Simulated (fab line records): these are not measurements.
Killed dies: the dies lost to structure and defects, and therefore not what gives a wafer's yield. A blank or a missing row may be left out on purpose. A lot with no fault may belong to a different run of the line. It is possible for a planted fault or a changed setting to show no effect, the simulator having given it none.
fab line records / flow nandHarc
[record] lots = 6 wafers = 18 lastDay = 32
route steps=1302 shown P_GATE@185 END@1302
lots with no fault: from the same line, run without faults
startH: hours from the record's opening day to when the first of the lot's shown wafers began / waitH: how many hours have passed since the lot's step before this one / " same as the row above / L1.1+2: one row covering several wafers at once / - either no value or no given start / * or withheld: withheld / < > ~ a bound
route shown NAME@n: a module of which the file shows steps, and the number in the route of the first / usual: mean and standard deviation over wafers with no fault / same: alike in all rows / chamber/n: place in a boat / sites: each site's reading / _std_site: how widely they spread, as a standard deviation / _edge_site: the outer-site mean with the inner-site mean subtracted / radiusMm: for every site, how far away it sits from the centre of the wafer / mask NAME#n: copy n / behind: tool/chamber where the wafer was last shaped / hold: reason for holding the lot/hours on hold/outcome of the hold / device: transistor that didn't switch, given as n, p or np / end of line: at the end of the route, the tests of the same wafers / for a step that has no rows: nothing shown but its recipe / killed: at the first sort, the dies lost to defects and structure; wafer yield is something else / map: per-die view of a wafer (x killed, . not killed, _ where there is no die)
set.NAME: the setting as run; set.NAME@STEP: as run at that earlier step / model.NAME: the simulator's own value behind a step, which no gauge read
lots at some steps of the route; a table a step, a row a wafer
services: the hour from which a tool's chamber was out of use, counted from the record's first day as startH (under 0 if before that day), plus the number of hours and why
[[steps]]
[step NHARC_P_GATE_CD_MEAS_59]
[recipe] targetCdNm = 720 landingEnergyEv = 500
[usual] cdNm = 721/3.2
[same] landingEnergyEv = 500
lot.wafer=L725.2 tool=cdSem-03 chamber=0 startH=130.02 waitH=- cdNm=714
lot.wafer=L725.4 tool=cdSem-03 chamber=0 startH=130.02 waitH=- cdNm=720
lot.wafer=L725.5 tool=cdSem-03 chamber=0 startH=130.02 waitH=- cdNm=715
lot.wafer=L729.1 tool=cdSem-03 chamber=0 startH=176.96 waitH=- cdNm=720
lot.wafer=L729.4 tool=cdSem-03 chamber=0 startH=176.96 waitH=- cdNm=718
lot.wafer=L729.6 tool=cdSem-03 chamber=0 startH=176.96 waitH=- cdNm=719
lot.wafer=L740.4 tool=cdSem-02 chamber=0 startH=286.42 waitH=- cdNm=725
lot.wafer=L740.5 tool=cdSem-02 chamber=0 startH=286.42 waitH=- cdNm=719
lot.wafer=L740.6 tool=cdSem-02 chamber=0 startH=286.42 waitH=- cdNm=725
lot.wafer=L741.1 tool=cdSem-02 chamber=0 startH=300.16 waitH=- cdNm=719
lot.wafer=L741.3 tool=cdSem-02 chamber=0 startH=300.16 waitH=- cdNm=722
lot.wafer=L741.5 tool=cdSem-02 chamber=0 startH=300.16 waitH=- cdNm=722
lot.wafer=L743.1 tool=cdSem-03 chamber=0 startH=315.53 waitH=- cdNm=715
lot.wafer=L743.2 tool=cdSem-03 chamber=0 startH=315.53 waitH=- cdNm=716
lot.wafer=L743.6 tool=cdSem-03 chamber=0 startH=315.53 waitH=- cdNm=718
lot.wafer=L745.3 tool=cdSem-03 chamber=0 startH=332.42 waitH=- cdNm=718
lot.wafer=L745.5 tool=cdSem-03 chamber=0 startH=332.42 waitH=- cdNm=719
lot.wafer=L745.6 tool=cdSem-03 chamber=0 startH=332.42 waitH=- cdNm=723
[step NHARC_P_GATE_HARDBAKE_60]
[recipe] tempC = 125 timeS = 80
[step NHARC_P_GATE_DESCUM_61]
[recipe] timeS = 3 o2FlowSccm = 200 arFlowSccm = 0 biasPowerW = 0 chemistry = O2
[usual] drypumpMotorCurrentA = 5.8/0.49 oesProductAu = 1.007/0.017 rfVppV = 57.8/0.88 showerheadPlenumPTorr = 1.93/0.093 throttleValvePct = 11.312/0.0096
lot.wafer=L725.2 tool=rieDiel-07 chamber=2 startH=130.17 waitH=- drypumpMotorCurrentA=5.6 oesProductAu=1.007 rfHoursCounterH=0 rfVppV=57.7 showerheadPlenumPTorr=1.78 throttleValvePct=11.318
lot.wafer=L725.4 tool=rieDiel-07 chamber=1 startH=130.17 waitH=- drypumpMotorCurrentA=5.0 oesProductAu=0.988 rfHoursCounterH=0 rfVppV=57.8 showerheadPlenumPTorr=2.02 throttleValvePct=11.327
lot.wafer=L725.5 tool=rieDiel-07 chamber=2 startH=130.17 waitH=- drypumpMotorCurrentA=5.7 oesProductAu=1.018 rfHoursCounterH=- rfVppV=58.1 showerheadPlenumPTorr=1.78 throttleValvePct=11.310
lot.wafer=L729.1 tool=rieDiel-01 chamber=0 startH=177.14 waitH=- drypumpMotorCurrentA=6.2 oesProductAu=0.998 rfHoursCounterH=10 rfVppV=58.8 showerheadPlenumPTorr=2.02 throttleValvePct=11.306
lot.wafer=L729.4 tool=rieDiel-01 chamber=2 startH=177.14 waitH=- drypumpMotorCurrentA=5.8 oesProductAu=0.984 rfHoursCounterH=9 rfVppV=57.1 showerheadPlenumPTorr=1.86 throttleValvePct=11.307
lot.wafer=L729.6 tool=rieDiel-01 chamber=3 startH=177.14 waitH=- drypumpMotorCurrentA=5.9 oesProductAu=1.020 rfHoursCounterH=- rfVppV=58.6 showerheadPlenumPTorr=1.80 throttleValvePct=11.311
lot.wafer=L740.4 tool=rieDiel-13 chamber=2 startH=286.60 waitH=- drypumpMotorCurrentA=6.6 oesProductAu=1.006 rfHoursCounterH=5 rfVppV=59.2 showerheadPlenumPTorr=2.01 throttleValvePct=11.307
lot.wafer=L740.6 tool=rieDiel-13 chamber=0 startH=286.60 waitH=- drypumpMotorCurrentA=5.7 oesProductAu=1.010 rfHoursCounterH=- rfVppV=57.5 showerheadPlenumPTorr=1.90 throttleValvePct=11.302
lot.wafer=L740.5 tool=rieDiel-13 chamber=1 startH=286.60 waitH=- drypumpMotorCurrentA=4.9 oesProductAu=1.007 rfHoursCounterH=- rfVppV=58.9 showerheadPlenumPTorr=2.03 throttleValvePct=11.299
lot.wafer=L741.3 tool=rieDiel-13 chamber=2 startH=300.32 waitH=- drypumpMotorCurrentA=6.6 oesProductAu=1.017 rfHoursCounterH=6 rfVppV=58.3 showerheadPlenumPTorr=2.01 throttleValvePct=11.305
lot.wafer=L741.1 tool=rieDiel-13 chamber=3 startH=300.32 waitH=- drypumpMotorCurrentA=6.2 oesProductAu=1.012 rfHoursCounterH=10 rfVppV=57.2 showerheadPlenumPTorr=1.86 throttleValvePct=11.315
lot.wafer=L741.5 tool=rieDiel-13 chamber=2 startH=300.32 waitH=- drypumpMotorCurrentA=6.6 oesProductAu=1.023 rfHoursCounterH=- rfVppV=58.2 showerheadPlenumPTorr=2.01 throttleValvePct=11.313
lot.wafer=L743.2 tool=rieDiel-01 chamber=2 startH=315.70 waitH=- drypumpMotorCurrentA=5.8 oesProductAu=0.991 rfHoursCounterH=3 rfVppV=57.2 showerheadPlenumPTorr=1.86 throttleValvePct=11.301
lot.wafer=L743.1 tool=rieDiel-01 chamber=3 startH=315.70 waitH=- drypumpMotorCurrentA=5.9 oesProductAu=1.008 rfHoursCounterH=4 rfVppV=56.8 showerheadPlenumPTorr=1.80 throttleValvePct=11.310
lot.wafer=L743.6 tool=rieDiel-01 chamber=2 startH=315.70 waitH=- drypumpMotorCurrentA=5.8 oesProductAu=0.995 rfHoursCounterH=- rfVppV=58.2 showerheadPlenumPTorr=1.86 throttleValvePct=11.294
lot.wafer=L745.3 tool=rieDiel-01 chamber=0 startH=332.58 waitH=- drypumpMotorCurrentA=6.1 oesProductAu=1.027 rfHoursCounterH=5 rfVppV=58.4 showerheadPlenumPTorr=2.02 throttleValvePct=11.301
lot.wafer=L745.6 tool=rieDiel-01 chamber=0 startH=332.58 waitH=- drypumpMotorCurrentA=6.2 oesProductAu=1.026 rfHoursCounterH=- rfVppV=56.4 showerheadPlenumPTorr=2.02 throttleValvePct=11.330
lot.wafer=L745.5 tool=rieDiel-01 chamber=1 startH=332.58 waitH=- drypumpMotorCurrentA=5.2 oesProductAu=1.025 rfHoursCounterH=- rfVppV=58.0 showerheadPlenumPTorr=2.05 throttleValvePct=11.308
[step NHARC_P_GATE_IMPLANT_62]
[recipe] energyKev = 20 doseCm2 = 3e+15 tiltDeg = 7
[step NHARC_P_GATE_STRIP_112]
[recipe] powerW = 1500 tempC = 110 timeS = 200 chemistry = N2/H2
[usual] drypumpMotorCurrentA = 5.8/0.43 heaterPowerW = 87/5 rfReflPowerW = 20/5.5
lot.wafer=L725.2 tool=plasmaAsher-01 chamber=0 startH=130.59 waitH=0.2 drypumpMotorCurrentA=6.5 heaterPowerW=75 rfHoursCounterH=26 rfReflPowerW=20
lot.wafer=L725.4 tool=plasmaAsher-01 chamber=1 startH=130.59 waitH=0.2 drypumpMotorCurrentA=5.1 heaterPowerW=90 rfHoursCounterH=- rfReflPowerW=14
lot.wafer=L725.5 tool=plasmaAsher-01 chamber=0 startH=130.59 waitH=0.2 drypumpMotorCurrentA=6.5 heaterPowerW=74 rfHoursCounterH=- rfReflPowerW=20
lot.wafer=L729.1 tool=plasmaAsher-01 chamber=0 startH=177.49 waitH=0.2 drypumpMotorCurrentA=6.5 heaterPowerW=79 rfHoursCounterH=1 rfReflPowerW=20
lot.wafer=L729.4 tool=plasmaAsher-01 chamber=1 startH=177.49 waitH=0.2 drypumpMotorCurrentA=5.1 heaterPowerW=84 rfHoursCounterH=- rfReflPowerW=14
lot.wafer=L729.6 tool=plasmaAsher-01 chamber=0 startH=177.49 waitH=0.2 drypumpMotorCurrentA=6.5 heaterPowerW=80 rfHoursCounterH=- rfReflPowerW=20
lot.wafer=L740.4 tool=plasmaAsher-02 chamber=0 startH=287.03 waitH=0.2 drypumpMotorCurrentA=6.0 heaterPowerW=89 rfHoursCounterH=- rfReflPowerW=27
lot.wafer=L740.5 tool=plasmaAsher-02 chamber=0 startH=287.03 waitH=0.2 drypumpMotorCurrentA=6.0 heaterPowerW=87 rfHoursCounterH=- rfReflPowerW=27
lot.wafer=L740.6 tool=plasmaAsher-02 chamber=1 startH=287.03 waitH=0.2 drypumpMotorCurrentA=5.7 heaterPowerW=93 rfHoursCounterH=- rfReflPowerW=16
lot.wafer=L741.1 tool=plasmaAsher-01 chamber=0 startH=300.74 waitH=0.2 drypumpMotorCurrentA=6.5 heaterPowerW=77 rfHoursCounterH=27 rfReflPowerW=20
lot.wafer=L741.3 tool=plasmaAsher-01 chamber=1 startH=300.74 waitH=0.2 drypumpMotorCurrentA=5.1 heaterPowerW=84 rfHoursCounterH=- rfReflPowerW=14
lot.wafer=L741.5 tool=plasmaAsher-01 chamber=1 startH=300.74 waitH=0.2 drypumpMotorCurrentA=5.1 heaterPowerW=85 rfHoursCounterH=- rfReflPowerW=14
lot.wafer=L743.2 tool=plasmaAsher-02 chamber=0 startH=316.13 waitH=0.2 drypumpMotorCurrentA=6.0 heaterPowerW=88 rfHoursCounterH=12 rfReflPowerW=28
lot.wafer=L743.1 tool=plasmaAsher-02 chamber=1 startH=316.13 waitH=0.2 drypumpMotorCurrentA=5.7 heaterPowerW=92 rfHoursCounterH=12 rfReflPowerW=15
lot.wafer=L743.6 tool=plasmaAsher-02 chamber=0 startH=316.13 waitH=0.2 drypumpMotorCurrentA=6.0 heaterPowerW=89 rfHoursCounterH=- rfReflPowerW=28
lot.wafer=L745.3 tool=plasmaAsher-02 chamber=0 startH=333.03 waitH=0.2 drypumpMotorCurrentA=6.0 heaterPowerW=88 rfHoursCounterH=- rfReflPowerW=28
lot.wafer=L745.6 tool=plasmaAsher-02 chamber=0 startH=333.03 waitH=0.2 drypumpMotorCurrentA=6.0 heaterPowerW=89 rfHoursCounterH=- rfReflPowerW=28
lot.wafer=L745.5 tool=plasmaAsher-02 chamber=1 startH=333.03 waitH=0.2 drypumpMotorCurrentA=5.7 heaterPowerW=94 rfHoursCounterH=- rfReflPowerW=17
[step NHARC_P_GATE_STRIP_76]
[recipe] powerW = 1500 tempC = 250 chemistry = O2
[usual] drypumpMotorCurrentA = 5.8/0.43 heaterPowerW = 328/18 rfReflPowerW = 20/5.4
lot.wafer=L725.2 tool=plasmaAsher-01 chamber=0 startH=130.81 waitH=0.2 drypumpMotorCurrentA=6.5 heaterPowerW=288 rfHoursCounterH=27 rfReflPowerW=20
lot.wafer=L725.4 tool=plasmaAsher-01 chamber=1 startH=130.81 waitH=0.2 drypumpMotorCurrentA=5.1 heaterPowerW=331 rfHoursCounterH=- rfReflPowerW=14
lot.wafer=L725.5 tool=plasmaAsher-01 chamber=0 startH=130.81 waitH=0.2 drypumpMotorCurrentA=6.5 heaterPowerW=285 rfHoursCounterH=- rfReflPowerW=20
lot.wafer=L729.1 tool=plasmaAsher-01 chamber=0 startH=177.76 waitH=0.2 drypumpMotorCurrentA=6.5 heaterPowerW=294 rfHoursCounterH=1 rfReflPowerW=20
lot.wafer=L729.4 tool=plasmaAsher-01 chamber=1 startH=177.76 waitH=0.2 drypumpMotorCurrentA=5.1 heaterPowerW=309 rfHoursCounterH=- rfReflPowerW=14
lot.wafer=L729.6 tool=plasmaAsher-01 chamber=0 startH=177.76 waitH=0.2 drypumpMotorCurrentA=6.5 heaterPowerW=309 rfHoursCounterH=- rfReflPowerW=20
lot.wafer=L740.4 tool=plasmaAsher-02 chamber=0 startH=287.22 waitH=0.1 drypumpMotorCurrentA=6.0 heaterPowerW=328 rfHoursCounterH=- rfReflPowerW=27
lot.wafer=L740.5 tool=plasmaAsher-02 chamber=0 startH=287.22 waitH=0.1 drypumpMotorCurrentA=6.0 heaterPowerW=332 rfHoursCounterH=- rfReflPowerW=27
lot.wafer=L740.6 tool=plasmaAsher-02 chamber=1 startH=287.22 waitH=0.1 drypumpMotorCurrentA=5.7 heaterPowerW=348 rfHoursCounterH=- rfReflPowerW=16
lot.wafer=L741.1 tool=plasmaAsher-01 chamber=0 startH=300.97 waitH=0.2 drypumpMotorCurrentA=6.5 heaterPowerW=294 rfHoursCounterH=28 rfReflPowerW=19
lot.wafer=L741.3 tool=plasmaAsher-01 chamber=1 startH=300.97 waitH=0.2 drypumpMotorCurrentA=5.0 heaterPowerW=322 rfHoursCounterH=- rfReflPowerW=14
lot.wafer=L741.5 tool=plasmaAsher-01 chamber=1 startH=300.97 waitH=0.2 drypumpMotorCurrentA=5.0 heaterPowerW=315 rfHoursCounterH=- rfReflPowerW=14
lot.wafer=L743.2 tool=plasmaAsher-02 chamber=0 startH=316.39 waitH=0.2 drypumpMotorCurrentA=6.0 heaterPowerW=327 rfHoursCounterH=12 rfReflPowerW=27
lot.wafer=L743.1 tool=plasmaAsher-02 chamber=1 startH=316.39 waitH=0.2 drypumpMotorCurrentA=5.7 heaterPowerW=351 rfHoursCounterH=12 rfReflPowerW=16
lot.wafer=L743.6 tool=plasmaAsher-02 chamber=0 startH=316.39 waitH=0.2 drypumpMotorCurrentA=6.0 heaterPowerW=320 rfHoursCounterH=- rfReflPowerW=27
lot.wafer=L745.3 tool=plasmaAsher-02 chamber=0 startH=333.23 waitH=0.2 drypumpMotorCurrentA=6.0 heaterPowerW=336 rfHoursCounterH=- rfReflPowerW=27
lot.wafer=L745.6 tool=plasmaAsher-02 chamber=0 startH=333.23 waitH=0.2 drypumpMotorCurrentA=6.0 heaterPowerW=332 rfHoursCounterH=- rfReflPowerW=27
lot.wafer=L745.5 tool=plasmaAsher-02 chamber=1 startH=333.23 waitH=0.2 drypumpMotorCurrentA=5.6 heaterPowerW=349 rfHoursCounterH=- rfReflPowerW=16
[step NHARC_P_GATE_STRIP_63]
[recipe] timeS = 900 tempC = 130 chemistry = SPM
[step NHARC_P_GATE_DEHYDRATE_83]
[recipe] tempC = 150 timeS = 120
[step NHARC_P_GATE_HMDS_84]
[recipe] timeS = 30
[step NHARC_P_GATE_COAT_85]
[recipe] spinRpm = 3000
[step NHARC_P_GATE_SOFTBAKE_86]
[recipe] tempC = 122 timeS = 95
[step NHARC_P_GATE_EBR_87]
[step NHARC_P_GATE_EXPOSE_88]
[recipe] na = 0.6 targetCdNm = 2000 doseMj = 11.87 maskId = P_HVN
[usual] focusOffsetNm = 0.0/0.53 reticleTempC = 23.02/0.1
lot.wafer=L725.2 tool=krfScanner-04 chamber=0 startH=131.57 waitH=- mask=P_HVN#0 focusOffsetNm=0.1 reticleTempC=22.93 model.P_GATE.overlayXNm=-1.636
lot.wafer=L725.4 tool=krfScanner-04 chamber=0 startH=131.57 waitH=- mask=P_HVN#0 focusOffsetNm=-1.1 reticleTempC=23.02 model.P_GATE.overlayXNm=-1.636
lot.wafer=L725.5 tool=krfScanner-04 chamber=0 startH=131.57 waitH=- mask=P_HVN#0 focusOffsetNm=-0.7 reticleTempC=23.16 model.P_GATE.overlayXNm=-1.636
lot.wafer=L729.1 tool=krfScanner-03 chamber=0 startH=178.52 waitH=- mask=P_HVN#0 focusOffsetNm=0.1 reticleTempC=22.86 model.P_GATE.overlayXNm=-5.359
lot.wafer=L729.4 tool=krfScanner-03 chamber=0 startH=178.52 waitH=- mask=P_HVN#0 focusOffsetNm=0.2 reticleTempC=22.82 model.P_GATE.overlayXNm=-5.359
lot.wafer=L729.6 tool=krfScanner-03 chamber=0 startH=178.52 waitH=- mask=P_HVN#0 focusOffsetNm=0.4 reticleTempC=22.80 model.P_GATE.overlayXNm=-5.359
lot.wafer=L740.4 tool=krfScanner-03 chamber=0 startH=287.86 waitH=- mask=P_HVN#0 focusOffsetNm=-0.2 reticleTempC=22.99 model.P_GATE.overlayXNm=73.68
lot.wafer=L740.5 tool=krfScanner-03 chamber=0 startH=287.86 waitH=- mask=P_HVN#0 focusOffsetNm=-1.1 reticleTempC=23.00 model.P_GATE.overlayXNm=73.68
lot.wafer=L740.6 tool=krfScanner-03 chamber=0 startH=287.86 waitH=- mask=P_HVN#0 focusOffsetNm=0.2 reticleTempC=22.98 model.P_GATE.overlayXNm=73.68
lot.wafer=L741.1 tool=krfScanner-03 chamber=0 startH=301.72 waitH=- mask=P_HVN#0 focusOffsetNm=0.1 reticleTempC=22.72 model.P_GATE.overlayXNm=66.13
lot.wafer=L741.3 tool=krfScanner-03 chamber=0 startH=301.72 waitH=- mask=P_HVN#0 focusOffsetNm=0.6 reticleTempC=22.96 model.P_GATE.overlayXNm=66.13
lot.wafer=L741.5 tool=krfScanner-03 chamber=0 startH=301.72 waitH=- mask=P_HVN#0 focusOffsetNm=0.5 reticleTempC=22.94 model.P_GATE.overlayXNm=66.13
lot.wafer=L743.1 tool=krfScanner-04 chamber=0 startH=317.17 waitH=- mask=P_HVN#0 focusOffsetNm=-0.5 reticleTempC=23.05 model.P_GATE.overlayXNm=-7.256
lot.wafer=L743.2 tool=krfScanner-04 chamber=0 startH=317.17 waitH=- mask=P_HVN#0 focusOffsetNm=0.1 reticleTempC=23.01 model.P_GATE.overlayXNm=-7.256
lot.wafer=L743.6 tool=krfScanner-04 chamber=0 startH=317.17 waitH=- mask=P_HVN#0 focusOffsetNm=0.9 reticleTempC=23.03 model.P_GATE.overlayXNm=-7.256
lot.wafer=L745.3 tool=krfScanner-04 chamber=0 startH=333.86 waitH=- mask=P_HVN#0 focusOffsetNm=0.3 reticleTempC=22.91 model.P_GATE.overlayXNm=0.4497
lot.wafer=L745.5 tool=krfScanner-04 chamber=0 startH=333.86 waitH=- mask=P_HVN#0 focusOffsetNm=0.7 reticleTempC=22.93 model.P_GATE.overlayXNm=0.4497
lot.wafer=L745.6 tool=krfScanner-04 chamber=0 startH=333.86 waitH=- mask=P_HVN#0 focusOffsetNm=0.2 reticleTempC=22.87 model.P_GATE.overlayXNm=0.4497
[step NHARC_P_GATE_PEB_89]
[recipe] pebTempC = 118 pebTimeS = 85
[step NHARC_END_SORT_01]
[recipe] tempC = 25
[usual] killedAtArray = 52/19 killedAtOther = 1.0/1.2 killedAtPeriphery = 4.1/2.8 killedDies = 57/19 killedOpen = 3.1/1.7 killedShort = 2.5/1.5
[same] grossDies = 677
lot.wafer=L740.4 tool=prober-02 chamber=0 startH=720.81 waitH=3.4 killedAtArray=34 killedAtOther=1 killedAtPeriphery=1 killedDies=36 killedOpen=3 killedShort=0
lot.wafer=L740.5 tool=prober-02 chamber=0 startH=721.61 waitH=3.7 killedAtArray=64 killedAtOther=2 killedAtPeriphery=8 killedDies=74 killedOpen=3 killedShort=1
lot.wafer=L740.6 tool=prober-02 chamber=0 startH=722.41 waitH=4.0 killedAtArray=44 killedAtOther=2 killedAtPeriphery=5 killedDies=51 killedOpen=6 killedShort=4
// killed by level:class
L740.4 A_CHANNEL_HOLE_D1:chamberFilmFlake=17 A_STAIRCASE:chamberFilmFlake=6 A_CONTACT:chamberFilmFlake=3 A_SLIT:chamberFilmFlake=2 P_M1:geometricParticle:open=1 A_CHANNEL_HOLE_D1:geometricParticle:open=1 A_CONTACT:geometricParticle:open=1 A_ZERO_WELL:chamberFilmFlake=1
L740.5 A_CHANNEL_HOLE_D1:chamberFilmFlake=38 A_STAIRCASE:chamberFilmFlake=8 P_M2:chamberFilmFlake=6 A_SLIT:chamberFilmFlake=5 A_CHANNEL_FILL_D2:chamberFilmFlake=4 A_CHANNEL_FILL_D1:geometricParticle:open=2 A_WL_FILL:chamberFilmFlake=2 A_CONTACT:chamberFilmFlake=2
L740.6 A_CHANNEL_HOLE_D1:chamberFilmFlake=24 A_CONTACT:chamberFilmFlake=5 A_CHANNEL_FILL_D2:chamberFilmFlake=3 A_STAIRCASE:chamberFilmFlake=3 P_CONTACT:geometricParticle:open=2 THIN_TSV:chamberFilmFlake=2 P_GATE:geometricParticle:open=1 P_GATE:geometricParticle:short=1
[[services]]
tool=krfScanner-03 chamber=- startH=109.43 hours=2.9 kind=repair
tool=rieDiel-07 chamber=- startH=117.20 hours=9.0 kind=pm
tool=rieDiel-13 chamber=1 startH=120.04 hours=4.3 kind=repair
tool=rieDiel-13 chamber=0 startH=125.28 hours=4.0 kind=repair
tool=rieDiel-13 chamber=0 startH=134.27 hours=2.6 kind=repair
tool=rieDiel-13 chamber=- startH=165.00 hours=9.0 kind=pm
tool=plasmaAsher-01 chamber=- startH=165.26 hours=9.0 kind=pm
tool=krfScanner-04 chamber=- startH=182.35 hours=4.0 kind=pm
tool=rieDiel-01 chamber=0 startH=185.15 hours=2.8 kind=repair
tool=rieDiel-07 chamber=0 startH=189.96 hours=4.2 kind=repair
tool=rieDiel-01 chamber=- startH=203.80 hours=9.0 kind=pm
tool=krfScanner-04 chamber=- startH=208.95 hours=0.2 kind=repair
tool=rieDiel-13 chamber=2 startH=220.15 hours=34.9 kind=repair
tool=krfScanner-03 chamber=- startH=224.55 hours=4.0 kind=pm
tool=rieDiel-13 chamber=3 startH=236.14 hours=2.6 kind=repair
tool=plasmaAsher-02 chamber=- startH=249.00 hours=9.0 kind=pm
tool=plasmaAsher-01 chamber=- startH=269.19 hours=1.2 kind=repair
tool=plasmaAsher-02 chamber=- startH=282.25 hours=1.0 kind=repair
tool=rieDiel-13 chamber=2 startH=290.62 hours=6.3 kind=repair
tool=rieDiel-01 chamber=2 startH=294.55 hours=8.8 kind=repair
tool=rieDiel-13 chamber=3 startH=305.49 hours=14.4 kind=repair
tool=rieDiel-01 chamber=- startH=307.05 hours=0.8 kind=repair
tool=krfScanner-03 chamber=- startH=314.47 hours=0.5 kind=repair
tool=krfScanner-03 chamber=- startH=315.08 hours=8.4 kind=repair
[[key]]
firstSign none at tools or gauges
[modelEffect] step = NHARC_P_GATE_EXPOSE_88 value = P_GATE.overlayXNm without = -3.424 struck = 69.9
metAt NHARC_P_GATE_EXPOSE_88
struckWafers L740.4,L740.5,L740.6,L741.1,L741.3,L741.5
testerLeftOut L740,L741
onsetBetween 178.52 287.86
alsoFits NHARC_P_GATE_DESCUM_61:rieDiel-13
[fault] kind = scannerMatchingOverlay tool = krfScanner-03 chamber = - onsetH = 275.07 steps = NHARC_P_GATE_EXPOSE_88 offset = 73.329
// testerLeftOut: of these lots the tester's yield and bins aren't shown, on N5 and GAA mostly nor the transistor test; their killed dies are dies lost to structure and defects alone, not to doping, threshold or leakage, so they don't give the yield
